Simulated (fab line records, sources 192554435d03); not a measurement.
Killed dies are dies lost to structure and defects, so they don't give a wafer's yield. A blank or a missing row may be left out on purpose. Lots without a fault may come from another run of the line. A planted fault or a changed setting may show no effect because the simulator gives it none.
fab line records | flow n5_finfet
record lots=6 wafers=18 last_day=19
route steps=1938 shown BEOL_M15@1796 PASSIVATION@1936
lots that met no fault: from a run of the same line without faults
start_h: hours from the record's first day to the start of the lot's first wafer shown | wait_h: hours since the lot's step before | " the same as in the row above | L1.1+2: a row that stands for several wafers | - no value, or no start given | * or withheld: withheld | < > ~ a bound
route shown NAME@n: a module of which the file shows steps, and the number in the route of the first | usual: mean/standard deviation of fault-free wafers | same: alike in all rows | chamber/n: place in a boat | sites: the reading at each site | _std_site: their standard deviation | _edge_site: outer sites' mean less inner sites' | radius_mm: how far each site lies from the wafer's centre | mask NAME#n: copy n | behind: the tool/chamber that last shaped the wafer | hold: why the lot was held/for how many hours/how that ended | device: the transistor (n, p or np) that didn't switch | end of line: the same wafers' tests at the end of the route | a step without rows: its recipe alone | killed: dies lost to structure and defects at the first sort, not the wafer's yield | map: a wafer's dies, x killed, . not, _ none there
set.NAME: the setting as run; set.NAME@STEP: as run at that earlier step | model.NAME: the simulator's own value behind a step, which no gauge read
lots at some steps of the route; a table a step, a row a wafer
services: from which hour (start_h, from the record's first day; less than 0 if before it) a tool's chamber was out of use, for how many hours, and why
## steps
# step N5_BEOL_M15_COAT_60
# recipe resist=BARC temp_c=205 time_s=60 spin_rpm=1500 resist_thk_nm=89
# step N5_BEOL_M15_COAT_22
# recipe spin_rpm=1704 resist_thk_nm=800
# step N5_BEOL_M15_EBR_24
# recipe solvent=PGMEA ebr_width_mm=1.5
# step N5_BEOL_M15_SOFTBAKE_23
# recipe temp_c=130 time_s=60
# step N5_BEOL_M15_EXPOSE_25
# recipe mask_id=M15 na=0.8 source_shape=annular sigma_inner=0.5 sigma_outer=0.8 polarization=unpolarized target_cd_nm=400 dose_mj=35.5
# step N5_BEOL_M15_PEB_26
# recipe peb_temp_c=130 peb_time_s=90
# step N5_BEOL_M15_DEVELOP_27
# recipe develop_time_s=45 rinse_liquid=diw dry=air_spin dev_temp_c=21
# step N5_BEOL_M15_HARDBAKE_32
# recipe temp_c=130 time_s=120
# step N5_BEOL_M15_CD_MEAS_28
# recipe target_cd_nm=407.6 landing_energy_ev=500 detector=se_inlens
# usual cd_nm=408.5/2.4
# columns lot.wafer tool chamber start_h wait_h cd_nm
L357.2 cd_sem-01 0 326.43 - 407.8
L357.3 " 0 " " 407.9
L357.4 " 0 " " 411.8
L363.3 cd_sem-02 0 352.15 - 410.4
L363.4 " 0 " " 403.3
L363.6 " 0 " " 405.8
L366.1 cd_sem-01 0 367.64 - 413.9
L366.2 " 0 " " 405.8
L366.4 " 0 " " 408.7
L369.3 cd_sem-01 0 372.21 - 409.6
L369.5 " 0 " " 407.8
L369.6 " 0 " " 409.2
L374.2 cd_sem-03 0 400.11 - 404.7
L374.4 " 0 " " 407.7
L374.6 " 0 " " 406.0
L377.1 cd_sem-01 0 436.12 - 409.8
L377.2 " 0 " " 409.2
L377.4 " 0 " " 413.5
# step N5_BEOL_M15_OVL_MEAS_29
# recipe points_per_wafer=44
# usual M15_OVL=-4/5.2
# columns lot.wafer tool chamber start_h wait_h M15_OVL[nm]
L357.2 overlay-01 0 326.45 0.0 -4
L357.3 " 0 " " -6
L357.4 " 0 " " -8
L363.3 overlay-01 0 352.18 0.0 -1
L363.4 " 0 " " 3
L363.6 " 0 " " 0
L366.1 overlay-01 0 367.67 0.0 -2
L366.2 " 0 " " -6
L366.4 " 0 " " -8
L369.3 overlay-01 0 372.24 0.0 -10
L369.5 " 0 " " -4
L369.6 " 0 " " -7
L374.2 overlay-01 0 400.13 0.0 1
L374.4 " 0 " " 1
L374.6 " 0 " " 2
L377.1 overlay-02 0 436.15 0.0 -3
L377.2 " 0 " " -6
L377.4 " 0 " " -10
# step N5_BEOL_M15_INSPECT_30
# recipe mode=adi inspect_instrument=macro
# usual raw_defect_count=2.1/1.4
# columns lot.wafer tool chamber start_h wait_h raw_defect_count
L357.2 defect_inspect-01 - 326.48 0.0 2
L357.3 " - " " 0
L357.4 " - " " 2
L363.3 defect_inspect-01 - 352.21 0.0 3
L363.4 " - " " 2
L363.6 " - " " 0
L366.1 defect_inspect-02 - 367.69 0.0 3
L366.2 " - " " 2
L366.4 " - " " 3
L369.3 defect_inspect-02 - 372.26 0.0 5
L369.5 " - " " 2
L369.6 " - " " 2
L374.2 defect_inspect-02 - 400.16 0.0 2
L374.4 " - " " 2
L374.6 " - " " 3
L377.1 defect_inspect-01 - 436.18 0.0 1
L377.2 " - " " 2
L377.4 " - " " 3
# step N5_BEOL_M15_DESCUM_33
# recipe chemistry=O2 time_s=7.9 source_power_w=50 bias_power_w=20 pressure_mtorr=20 rf_frequency_hz=2.712e+07 temp_c=40 o2_flow_sccm=225
# usual drypump_motor_current_A=5.82/0.26 oes_product_au=0.78/0.08 rf_vpp_V=243.1/1.4 showerhead_plenum_p_Torr=2.08/0.064 throttle_valve_pct=20.3/0.31
# columns lot.wafer tool chamber start_h wait_h drypump_motor_current_A oes_product_au rf_hours_counter_h rf_vpp_V showerhead_plenum_p_Torr throttle_valve_pct
L357.2 rie_diel-06 3 326.51 0.0 5.41 0.80 88 245.0 2.17 20.3
L357.3 " 2 " " 6.02 0.74 161 241.9 2.03 20.7
L357.4 " 1 " " 6.27 0.71 247 240.7 1.96 20.2
L363.3 rie_diel-06 0 352.27 0.1 5.88 0.70 195 244.1 2.14 20.4
L363.4 " 0 " " 5.91 0.71 - 244.1 2.14 20.4
L363.6 " 2 " " 6.03 0.73 - 240.9 2.02 20.7
L366.1 rie_diel-06 0 367.73 0.0 5.90 0.71 201 244.5 2.13 20.4
L366.2 " 2 " " 5.98 0.73 175 242.1 2.02 20.7
L366.4 " 3 " " 5.41 0.78 103 244.0 2.16 20.3
L369.3 rie_diel-05 1 372.29 0.0 5.18 0.68 228 241.8 1.98 20.9
L369.5 " 3 " " 5.77 0.77 - 242.7 2.00 20.0
L369.6 " 0 " " 5.78 0.69 - 242.0 2.06 20.6
L374.2 rie_diel-01 2 400.20 0.0 5.68 0.90 19 242.4 2.13 20.4
L374.4 " 1 " " 6.09 0.77 129 244.3 2.08 20.3
L374.6 " 3 " " 5.86 0.81 - 243.2 2.09 19.9
L377.1 rie_diel-01 3 436.21 0.0 5.86 0.79 83 243.3 2.08 19.9
L377.2 " 2 " " 5.64 0.87 30 244.2 2.13 20.4
L377.4 " 0 " " 5.67 0.76 146 241.7 2.02 20.1
# step N5_BEOL_M15_ETCH_61
# recipe chemistry=N2/H2 target=BARC target_depth_a=890 overetch_a=267 time_s=67.9 ion_energy_ev=200 pressure_mtorr=30 source_w=840 bias_w=150 n2_flow_sccm=200 h2_flow_sccm=200
# usual drypump_motor_current_A=5.82/0.26 oes_product_au=0.67/0.066 rf_vpp_V=523.9/2.7 showerhead_plenum_p_Torr=2.54/0.093 throttle_valve_pct=17.8/0.33
# columns lot.wafer tool chamber start_h wait_h drypump_motor_current_A oes_product_au rf_hours_counter_h rf_vpp_V showerhead_plenum_p_Torr throttle_valve_pct model.coat_of_BEOL_M15_COAT_22.thk_nm model.BEOL_M15.cd_nm
L357.2 rie_diel-06 3 326.55 0.0 5.43 0.68 88 527.8 2.68 17.9 722.6 399.6
L357.3 " 2 " " 6.02 0.62 161 520.1 2.46 18.3 715.4 401
L357.4 " 1 " " 6.26 0.60 247 518.2 2.41 17.8 718.6 404.4
L363.3 rie_diel-06 0 352.30 0.0 5.87 0.61 195 525.0 2.62 18.0 675.2 412
L363.4 " 0 " " 5.91 0.61 - 525.9 2.62 18.0 719.8 396.2
L363.6 " 2 " " 6.05 0.60 - 520.0 2.45 18.3 718.4 398.6
L366.1 rie_diel-06 0 367.76 0.0 5.92 0.61 201 526.5 2.62 18.1 677.6 415
L366.2 " 2 " " 6.02 0.61 175 520.3 2.45 18.3 722 398
L366.4 " 3 " " 5.40 0.67 103 527.7 2.67 17.9 719.4 401
L369.3 rie_diel-05 1 372.33 0.0 5.18 0.59 228 519.5 2.39 18.0 720.8 400.4
L369.5 " 3 " " 5.76 0.67 - 521.4 2.45 17.6 713.2 399.2
L369.6 " 0 " " 5.75 0.60 - 523.4 2.49 18.0 718.2 401.8
L374.2 rie_diel-01 2 400.24 0.0 5.65 0.76 19 525.7 2.61 17.9 715.8 399.2
L374.4 " 1 " " 6.10 0.66 129 525.3 2.56 18.1 718.8 399.8
L374.6 " 3 " " 5.83 0.71 - 524.2 2.54 17.4 713.4 397.4
L377.1 rie_diel-01 3 436.25 0.0 5.85 0.69 83 525.9 2.54 17.4 717.4 401.6
L377.2 " 2 " " 5.67 0.75 30 525.2 2.61 17.9 715.6 401
L377.4 " 0 " " 5.68 0.64 146 520.0 2.44 17.5 716.6 406.6
# step N5_BEOL_M15_TRENCH_ETCH_34
# recipe chemistry=C4F8/O2/Ar target=SiO2 target_depth_a=8729.3 he_inner_torr=15 he_outer_torr=30 time_s=199 ion_energy_ev=800 pressure_mtorr=20 source_w=1905 bias_w=2040 Ar_flow_sccm=400 C4F8_flow_sccm=16 O2_flow_sccm=12
# usual drypump_motor_current_A=5.82/0.26 oes_o_777_au=0.78/0.08 oes_product_au=0.79/0.084 rf_vpp_V=2200/40 showerhead_plenum_p_Torr=3.44/0.13 throttle_valve_pct=30.85/0.28
# columns lot.wafer tool chamber start_h wait_h drypump_motor_current_A oes_o_777_au oes_product_au rf_hours_counter_h rf_vpp_V showerhead_plenum_p_Torr throttle_valve_pct model.coat_of_BEOL_M15_COAT_22.thk_nm
L357.2 rie_diel-06 3 326.60 0.0 5.41 0.74 0.80 88 2236 3.62 31.05 552.8
L357.3 " 2 " " 6.03 0.73 0.73 161 2149 3.28 30.89 537.2
L357.4 " 1 " " 6.26 0.71 0.71 247 2143 3.26 30.66 544.2
L363.3 rie_diel-06 0 352.35 0.0 5.87 0.70 0.72 195 2254 3.57 31.28 502.8
L363.4 " 0 " " 5.88 0.71 0.71 - 2253 3.57 31.27 548.4
L363.6 " 2 " " 6.02 0.72 0.71 - 2149 3.28 30.90 544
L366.1 rie_diel-06 0 367.81 0.0 5.91 0.70 0.71 201 2253 3.57 31.31 503.2
L366.2 " 2 " " 5.99 0.71 0.72 175 2148 3.27 30.91 545
L366.4 " 3 " " 5.41 0.72 0.78 103 2234 3.61 31.08 549.2
L369.3 rie_diel-05 1 372.38 0.0 5.19 0.70 0.68 229 2232 3.25 31.07 550.6
L369.5 " 3 " " 5.76 0.79 0.79 - 2229 3.31 30.61 537.2
L369.6 " 0 " " 5.81 0.70 0.69 - 2181 3.37 30.77 546
L374.2 rie_diel-01 2 400.29 0.0 5.67 0.89 0.92 19 2199 3.51 31.08 536.2
L374.4 " 1 " " 6.12 0.74 0.77 129 2263 3.47 31.12 547.4
L374.6 " 3 " " 5.85 0.83 0.83 - 2154 3.49 30.72 538.4
L377.1 rie_diel-01 3 436.30 0.0 5.86 0.81 0.81 83 2154 3.49 30.71 547.2
L377.2 " 2 " " 5.68 0.87 0.88 30 2199 3.51 31.04 543.6
L377.4 " 0 " " 5.71 0.77 0.75 146 2202 3.33 30.48 543.6
# step N5_BEOL_M15_STRIP_36
# recipe chemistry=O2 power_w=600 temp_c=60 pressure_mtorr=30 rf_frequency_hz=6e+07 bias_power_w=0 overash_fraction=0.3 o2_flow_sccm=225
# usual drypump_motor_current_A=5.75/0.27 oes_product_au=0.79/0.089 rf_vpp_V=3.7/0.91 showerhead_plenum_p_Torr=2.08/0.062 throttle_valve_pct=16.6/0.31
# columns lot.wafer tool chamber start_h wait_h drypump_motor_current_A oes_product_au rf_hours_counter_h rf_vpp_V showerhead_plenum_p_Torr throttle_valve_pct
L357.2 rie_diel-01 3 328.36 1.6 5.84 0.83 47 3.4 2.10 16.2
L357.3 " 1 " " 6.10 0.78 108 4.7 2.09 16.6
L357.4 " 3 " " 5.84 0.85 - 5.4 2.10 16.2
L363.3 rie_diel-01 0 353.28 0.7 5.69 0.77 124 2.4 2.03 16.4
L363.4 " 3 " " 5.83 0.83 - 3.2 2.10 16.2
L363.6 " 0 " " 5.69 0.76 - 3.3 2.03 16.4
L366.1 rie_diel-06 3 368.99 1.0 5.40 0.78 103 3.6 2.17 16.6
L366.2 " 1 " " 6.31 0.98 3 5.4 2.22 16.0
L366.4 " 2 " " 5.99 0.72 175 3.4 2.02 16.9
L369.3 rie_diel-01 0 375.12 2.6 5.66 0.76 128 3.3 2.03 16.4
L369.5 " 2 " " 5.66 0.91 - 3.0 2.14 16.5
L369.6 " 1 " " 6.09 0.77 - 4.2 2.08 16.6
L374.2 rie_diel-05 2 401.61 1.1 5.64 0.91 35 3.5 2.08 16.8
L374.4 " 1 " " 5.17 0.66 237 4.1 1.98 17.1
L374.6 " 3 " " 5.75 0.77 - 3.6 2.00 16.3
L377.1 rie_diel-06 2 442.85 6.4 5.98 0.70 198 2.2 2.02 17.0
L377.2 " 1 " " 6.23 0.91 26 3.5 2.22 16.1
L377.4 " 0 " " 5.89 0.69 223 3.8 2.13 16.7
# step N5_BEOL_M15_STRIP_62
# recipe chemistry=O2 power_w=600 temp_c=60 pressure_mtorr=30 rf_frequency_hz=6e+07 bias_power_w=0 overash_fraction=0.3 o2_flow_sccm=225
# usual drypump_motor_current_A=5.76/0.26 oes_product_au=0.79/0.089 rf_vpp_V=3.6/0.46 showerhead_plenum_p_Torr=2.08/0.062 throttle_valve_pct=16.6/0.3
# columns lot.wafer tool chamber start_h wait_h drypump_motor_current_A oes_product_au rf_hours_counter_h rf_vpp_V showerhead_plenum_p_Torr throttle_valve_pct
L357.2 rie_diel-01 3 - - 5.86 0.84 47 2.9 2.10 16.2
L357.3 " 1 " " 6.10 0.79 108 4.1 2.09 16.6
L357.4 " 3 " " 5.85 0.84 - 3.8 2.10 16.2
L363.3 rie_diel-01 0 - - 5.66 0.76 124 3.8 2.03 16.4
L363.4 " 3 " " 5.83 0.83 - 4.3 2.10 16.2
L363.6 " 0 " " 5.68 0.77 - 3.9 2.03 16.4
L366.1 rie_diel-06 3 - - 5.41 0.78 103 3.2 2.17 16.6
L366.2 " 1 " " 6.27 0.98 3 5.0 2.22 16.0
L366.4 " 2 " " 5.98 0.73 175 4.1 2.03 17.0
L369.3 rie_diel-01 0 - - 5.67 0.77 128 3.9 2.03 16.4
L369.5 " 2 " " 5.66 0.93 - 3.9 2.14 16.5
L369.6 " 1 " " 6.11 0.77 - 2.5 2.08 16.6
L374.2 rie_diel-05 2 - - 5.65 0.92 35 2.9 2.08 16.8
L374.4 " 1 " " 5.18 0.67 237 4.0 1.98 17.1
L374.6 " 3 " " 5.76 0.76 - 3.6 2.00 16.3
L377.1 rie_diel-06 2 - - 6.03 0.71 198 3.1 2.02 17.0
L377.2 " 1 " " 6.26 0.90 26 3.9 2.22 16.1
L377.4 " 0 " " 5.90 0.68 223 3.7 2.13 16.7
# step N5_BEOL_M15_STRIP_37
# recipe chemistry=O2 power_w=600 temp_c=60 pressure_mtorr=30 rf_frequency_hz=6e+07 bias_power_w=0 overash_fraction=0.3 o2_flow_sccm=225
# usual drypump_motor_current_A=5.75/0.26 oes_product_au=0.79/0.089 rf_vpp_V=3.7/0.71 showerhead_plenum_p_Torr=2.08/0.062 throttle_valve_pct=16.6/0.3
# columns lot.wafer tool chamber start_h wait_h drypump_motor_current_A oes_product_au rf_hours_counter_h rf_vpp_V showerhead_plenum_p_Torr throttle_valve_pct
L357.2 rie_diel-01 3 - - 5.85 0.85 47 5.4 2.10 16.2
L357.3 " 1 " " 6.13 0.78 108 4.5 2.09 16.6
L357.4 " 3 " " 5.83 0.83 - 3.7 2.10 16.2
L363.3 rie_diel-01 0 - - 5.65 0.77 124 2.5 2.03 16.4
L363.4 " 3 " " 5.84 0.82 - 4.1 2.10 16.2
L363.6 " 0 " " 5.62 0.76 - 3.4 2.03 16.4
L366.1 rie_diel-06 3 - - 5.41 0.79 103 3.0 2.17 16.6
L366.2 " 1 " " 6.22 0.99 3 3.1 2.22 16.0
L366.4 " 2 " " 6.01 0.73 175 4.0 2.03 16.9
L369.3 rie_diel-01 0 - - 5.66 0.77 128 4.9 2.03 16.4
L369.5 " 2 " " 5.67 0.92 - 3.8 2.14 16.5
L369.6 " 1 " " 6.16 0.77 - 3.5 2.08 16.6
L374.2 rie_diel-05 2 - - 5.64 0.92 35 3.8 2.07 16.8
L374.4 " 1 " " 5.17 0.66 237 4.0 1.98 17.1
L374.6 " 3 " " 5.76 0.77 - 2.9 2.00 16.3
L377.1 rie_diel-06 2 - - 6.04 0.70 198 3.6 2.02 17.0
L377.2 " 1 " " 6.29 0.91 26 4.0 2.22 16.1
L377.4 " 0 " " 5.86 0.69 223 4.7 2.13 16.7
# step N5_BEOL_M15_ETCH_38
# recipe chemistry=CF4/N2 target=SiCN target_depth_a=1064 taper_deg=2 time_s=120.5 ion_energy_ev=150 mask_material=SiO2 pressure_mtorr=40 source_w=430 bias_w=70 Ar_flow_sccm=100 cf4_flow_sccm=60 n2_flow_sccm=60
# usual drypump_motor_current_A=5.75/0.26 oes_product_au=0.80/0.092 rf_vpp_V=381.9/1.9 showerhead_plenum_p_Torr=2.20/0.077 throttle_valve_pct=15.39/0.26
# columns lot.wafer tool chamber start_h wait_h drypump_motor_current_A oes_product_au rf_hours_counter_h rf_vpp_V showerhead_plenum_p_Torr throttle_valve_pct model.BEOL_M15.cd_nm
L357.2 rie_diel-01 3 - - 5.85 0.88 47 381.7 2.24 15.10 400.4
L357.3 " 1 " " 6.13 0.78 108 385.1 2.22 15.49 401.6
L357.4 " 3 " " 5.84 0.88 - 382.2 2.24 15.09 403.8
L363.3 rie_diel-01 0 - - 5.64 0.77 124 379.2 2.13 15.12 412.4
L363.4 " 3 " " 5.86 0.86 - 382.4 2.24 15.14 397
L363.6 " 0 " " 5.64 0.78 - 379.1 2.13 15.12 398.8
L366.1 rie_diel-06 3 - - 5.42 0.77 103 384.8 2.33 15.58 416.6
L366.2 " 1 " " 6.30 1.01 3 383.8 2.35 14.88 397.8
L366.4 " 2 " " 6.03 0.71 175 382.4 2.11 15.57 402
L369.3 rie_diel-01 0 - - 5.65 0.78 128 379.7 2.13 15.12 400.2
L369.5 " 2 " " 5.66 0.95 - 382.3 2.25 15.27 398.2
L369.6 " 1 " " 6.08 0.77 - 384.4 2.22 15.51 402
L374.2 rie_diel-05 2 - - 5.68 0.87 35 381.0 2.16 15.43 397.6
L374.4 " 1 " " 5.15 0.68 237 379.9 2.08 15.83 399.6
L374.6 " 3 " " 5.76 0.79 - 380.4 2.13 15.23 397.4
L377.1 rie_diel-06 2 - - 6.04 0.69 198 379.7 2.10 15.61 401.8
L377.2 " 1 " " 6.24 0.93 27 384.4 2.35 14.92 399.8
L377.4 " 0 " " 5.91 0.69 223 382.5 2.27 15.63 405.6
# step N5_BEOL_M15_PRECLEAN_39
# recipe chemistry=residue_remover time_s=60 temp_c=40
# step N5_PASSIVATION_PROBE_49
# usual defect_limited_yield=91.2/1.4 killed_at_M0_to_M3=34/9.3 killed_at_M4_up=14/5.9 killed_at_contacts=14/5.7 killed_at_front_end=38/10 killed_at_other=4/3.2 killed_dies=104/17 killed_on_rim=14/4 killed_open=67/13 killed_short=33/6.9 sort_bin_5_function=5.2/1 sort_bin_6_memory=3.3/0.61 sort_bin_8_speed=0.3/1.8 sort_n_pass=1069/52
# same gross_dies=1180 killed_at_back_side=0 sort_bin_4_leakage[%]=0
# columns lot.wafer tool chamber start_h wait_h defect_limited_yield[%] killed_at_M0_to_M3 killed_at_M4_up killed_at_contacts killed_at_front_end killed_at_other killed_dies killed_on_rim killed_open killed_short sort_bin_5_function[%] sort_bin_6_memory[%] sort_bin_8_speed[%] sort_n_pass
L357.2 prober-02 - 349.79 0.8 90.7 32 20 11 44 3 110 12 65 44 5.0 4.0 0 1070
L357.3 prober-02 - 349.84 0.9 89.2 42 11 16 58 0 127 16 92 31 6.4 4.2 0 1053
L357.4 prober-02 - 349.89 0.9 90.0 33 11 29 38 7 118 20 77 38 6.6 3.2 0 1062
L363.3 prober-01 - 372.05 0.1 90.6 46 15 12 31 7 111 16 73 32 5.4 4.0 0 1069
L363.4 prober-01 - 372.10 0.2 89.2 40 20 6 57 5 128 24 76 29 6.6 4.0 0 1052
L363.6 prober-01 - 372.20 0.3 93.5 21 13 5 36 2 77 8 42 30 2.9 3.3 0 1103
L366.1 prober-02 - 385.13 0.0 93.1 31 10 10 28 3 82 14 59 22 3.8 3.0 0 1098
L366.2 prober-02 - 385.18 0.1 92.6 30 12 15 26 4 87 9 42 39 4.8 2.4 0 1093
L366.4 prober-02 - 385.28 0.2 93.7 26 9 11 23 5 74 10 48 21 3.6 2.5 0 1106
L369.3 prober-01 - 392.31 0.1 88.3 23 28 20 62 5 138 12 91 41 7.1 4.2 0 1042
L369.5 prober-01 - 392.41 0.2 89.0 45 13 20 39 13 130 20 84 36 6.4 4.4 0 1050
L369.6 prober-01 - 392.46 0.3 86.7 46 17 17 70 7 157 16 100 48 6.9 6.2 0 1023
L374.2 prober-02 - 417.83 0.1 90.2 32 17 12 52 3 116 18 82 31 6.3 3.1 0 1064
L374.4 prober-02 - 417.93 0.2 91.5 21 15 17 41 6 100 13 56 35 4.7 3.1 0.3 1080
L374.6 prober-02 - 418.03 0.3 89.7 30 16 26 49 1 122 19 77 41 6.0 4.0 0 1058
L377.1 prober-01 - 461.84 0.8 90.4 33 13 16 45 6 113 14 78 27 5.5 3.6 0 1067
L377.2 prober-01 - 461.89 0.8 92.5 41 8 10 26 4 89 14 58 29 4.5 2.7 0 1091
L377.4 prober-01 - 461.99 0.9 92.0 44 11 11 24 4 94 10 64 27 4.4 3.4 1.8 1065
# killed by level:class
L357.2 FIN_SAQP:geometric_particle:short=12 FIN_SAQP:geometric_particle:open=11 BEOL_M0_SAQP:geometric_particle:short=9 BEOL_M4:geometric_particle:open=7 MOL_CONTACT_COAG:geometric_particle:open=6 MOL_CONTACT_COAG:geometric_particle:short=5 BEOL_M0:geometric_particle:open=5 BEOL_M2:geometric_particle:open=5
L357.3 FIN_SAQP:geometric_particle:open=23 MOL_CONTACT_COAG:geometric_particle:open=15 BEOL_M0_SAQP:geometric_particle:open=12 FIN_SAQP:geometric_particle:short=10 STI_FIN_REVEAL:geometric_particle:open=7 BEOL_M3:geometric_particle:open=7 BEOL_M0_SAQP:geometric_particle:short=6 BEOL_M0:geometric_particle:open=5
L357.4 MOL_CONTACT_COAG:geometric_particle:open=28 BEOL_M0_SAQP:geometric_particle:short=14 FIN_SAQP:geometric_particle:open=12 BEOL_M0_SAQP:geometric_particle:open=6 FIN_SAQP:geometric_particle:short=5 DUMMY_GATE:geometric_particle:open=4 STARTING-WAFER:geometric_particle:short=4 ILD0:geometric_particle:short=3
L363.3 BEOL_M0_SAQP:geometric_particle:open=14 BEOL_M3:geometric_particle:open=10 MOL_CONTACT_COAG:geometric_particle:open=8 BEOL_M0_SAQP:geometric_particle:short=7 FIN_SAQP:geometric_particle:open=6 FIN_SAQP:geometric_particle:short=6 DUMMY_GATE:geometric_particle:open=5 BEOL_M1:geometric_particle:open=5
L363.4 SD_EPI_N:area_etch=18 BEOL_M0_SAQP:geometric_particle:open=13 BEOL_M0_SAQP:geometric_particle:short=11 DUMMY_GATE:geometric_particle:open=10 FIN_SAQP:geometric_particle:open=9 BEOL_M1:geometric_particle:open=6 STI_FIN_REVEAL:geometric_particle:open=5 BEOL_M7:geometric_particle:open=5
L363.6 DUMMY_GATE:geometric_particle:open=7 FIN_SAQP:geometric_particle:short=6 STI_FIN_REVEAL:geometric_particle:open=6 BEOL_M0_SAQP:geometric_particle:open=6 BEOL_M0_SAQP:geometric_particle:short=5 FIN_SAQP:geometric_particle:open=4 STARTING-WAFER:geometric_particle:short=4 SDB:geometric_particle:short=3
L366.1 BEOL_M3:geometric_particle:open=11 MOL_CONTACT_COAG:geometric_particle:open=9 BEOL_M2:geometric_particle:open=9 FIN_SAQP:geometric_particle:open=6 STARTING-WAFER:geometric_particle:short=5 DUMMY_GATE:geometric_particle:open=4 BEOL_M5:geometric_particle:open=4 BEOL_M0_SAQP:geometric_particle:open=3
L366.2 MOL_CONTACT_COAG:geometric_particle:open=9 BEOL_M0_SAQP:geometric_particle:short=8 FIN_SAQP:geometric_particle:short=6 GATE_CUT:geometric_particle:short=6 MOL_CONTACT_COAG:geometric_particle:short=6 BEOL_M0_SAQP:geometric_particle:open=6 BEOL_M1:geometric_particle:open=6 FIN_SAQP:geometric_particle:open=4
L366.4 MOL_CONTACT_COAG:geometric_particle:open=10 BEOL_M2:geometric_particle:open=7 FIN_SAQP:geometric_particle:open=6 BEOL_M0_SAQP:geometric_particle:open=6 BEOL_M0_SAQP:geometric_particle:short=5 PAD_METAL:geometric_particle:open=4 FIN_SAQP:geometric_particle:short=3 STI_FIN_REVEAL:geometric_particle:open=3
L369.3 STI_FIN_REVEAL:geometric_particle:open=18 MOL_CONTACT_COAG:geometric_particle:open=17 BEOL_M4:geometric_particle:open=13 FIN_SAQP:geometric_particle:short=7 FIN_SAQP:geometric_particle:open=7 ILD0:geometric_particle:short=7 ILD0:geometric_particle:open=6 STI_FIN_REVEAL:geometric_particle:short=5
L369.5 MOL_CONTACT_COAG:geometric_particle:open=15 STI_FIN_REVEAL:geometric_particle:open=10 BEOL_M0_SAQP:geometric_particle:open=10 BEOL_M1:geometric_particle:open=9 PASSIVATION:area_etch=9 BEOL_M3:geometric_particle:open=8 STI_FIN_REVEAL:geometric_particle:short=7 BEOL_M0_SAQP:geometric_particle:short=7
L369.6 STI_FIN_REVEAL:geometric_particle:open=21 FIN_SAQP:geometric_particle:open=14 FIN_SAQP:geometric_particle:short=12 BEOL_M1:geometric_particle:open=10 BEOL_M3:geometric_particle:open=10 MOL_CONTACT_COAG:geometric_particle:open=9 BEOL_M0_SAQP:geometric_particle:short=9 MOL_CONTACT_COAG:geometric_particle:short=8
L374.2 DUMMY_GATE:geometric_particle:open=12 MOL_CONTACT_COAG:geometric_particle:open=11 BEOL_M4:geometric_particle:open=11 BEOL_M3:geometric_particle:open=9 STI_FIN_REVEAL:geometric_particle:open=8 GATE_CUT:geometric_particle:short=8 BEOL_M0_SAQP:geometric_particle:open=6 BEOL_M1:geometric_particle:open=6
L374.4 MOL_CONTACT_COAG:geometric_particle:open=14 FIN_SAQP:geometric_particle:short=9 GATE_CUT:geometric_particle:short=6 BEOL_M4:geometric_particle:open=6 GATE_CUT:geometric_particle:open=5 BEOL_M1:geometric_particle:open=5 FIN_SAQP:geometric_particle:open=4 BEOL_M0_SAQP:geometric_particle:short=4
L374.6 MOL_CONTACT_COAG:geometric_particle:open=18 GATE_CUT:geometric_particle:short=11 BEOL_M4:geometric_particle:open=10 FIN_SAQP:geometric_particle:short=8 FIN_SAQP:geometric_particle:open=7 GATE_CUT:geometric_particle:open=7 MOL_CONTACT_COAG:geometric_particle:short=7 BEOL_M0_SAQP:geometric_particle:open=6
L377.1 FIN_SAQP:geometric_particle:open=17 BEOL_M2:geometric_particle:open=12 MOL_CONTACT_COAG:geometric_particle:open=12 DUMMY_GATE:geometric_particle:open=7 STI_FIN_REVEAL:geometric_particle:open=5 BEOL_M0_SAQP:geometric_particle:short=5 BEOL_M0_SAQP:geometric_particle:open=5 PASSIVATION:area_etch=5
L377.2 FIN_SAQP:geometric_particle:open=10 MOL_CONTACT_COAG:geometric_particle:open=10 BEOL_M2:geometric_particle:open=10 BEOL_M0_SAQP:geometric_particle:short=8 BEOL_M0_SAQP:geometric_particle:open=6 BEOL_M1:geometric_particle:open=6 FIN_SAQP:geometric_particle:short=3 GATE_CUT:geometric_particle:open=3
L377.4 BEOL_M0_SAQP:geometric_particle:open=14 BEOL_M2:geometric_particle:open=11 BEOL_M0_SAQP:geometric_particle:short=9 MOL_CONTACT_COAG:geometric_particle:open=8 BEOL_M4:geometric_particle:open=8 FIN_SAQP:geometric_particle:open=6 STARTING-WAFER:geometric_particle:short=5 FIN_SAQP:geometric_particle:short=3
## services
# columns tool chamber start_h hours kind
rie_diel-01 2 321.42 - clean
rie_diel-01 2 321.42 - consumable_replace:focus_ring
rie_diel-01 2 321.42 26.0 scheduled_down
rie_diel-01 2 321.42 26.0 vent_cycle
rie_diel-06 1 338.94 - clean
rie_diel-06 1 338.94 - consumable_replace:focus_ring
rie_diel-06 1 338.94 - consumable_replace:showerhead
rie_diel-06 1 338.94 19.4 scheduled_down
rie_diel-06 1 338.94 19.4 vent_cycle
rie_diel-05 2 344.91 8.1 repair
rie_diel-01 1 352.91 9.1 repair
rie_diel-01 0 360.33 9.2 repair
rie_diel-05 0 405.95 - clean
rie_diel-05 0 405.95 - consumable_replace:focus_ring
rie_diel-05 0 405.95 18.7 scheduled_down
rie_diel-05 0 405.95 18.7 vent_cycle
rie_diel-05 1 432.05 - clean
rie_diel-05 1 432.05 - consumable_replace:focus_ring
rie_diel-05 1 432.05 - consumable_replace:showerhead
## key
first_sign none at tools or gauges
model_effect step=N5_BEOL_M15_ETCH_61 value=coat_of_BEOL_M15_COAT_22.thk_nm without=720.1 struck=676.4
model_effect step=N5_BEOL_M15_TRENCH_ETCH_34 value=coat_of_BEOL_M15_COAT_22.thk_nm without=546.7 struck=503
model_effect step=N5_BEOL_M15_ETCH_38 value=BEOL_M15.cd_nm without=405.8 struck=414.5
met_at N5_BEOL_M15_ETCH_61
struck_wafers L363.3,L366.1
baseline_loss step=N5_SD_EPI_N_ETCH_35 wafers=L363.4
onset_between 326.55 352.30
fault kind=process_parameter_drift tool=rie_diel-06 chamber=- onset_h=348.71 steps=N5_BEOL_M15_ETCH_61 channel=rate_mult offset=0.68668 shape=step end_h=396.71 scope=struck_wafers_only
# baseline_loss: these wafers lose ten dies or more at that step, a loss of the line's own and not of a fault; the sort's usual values leave them out
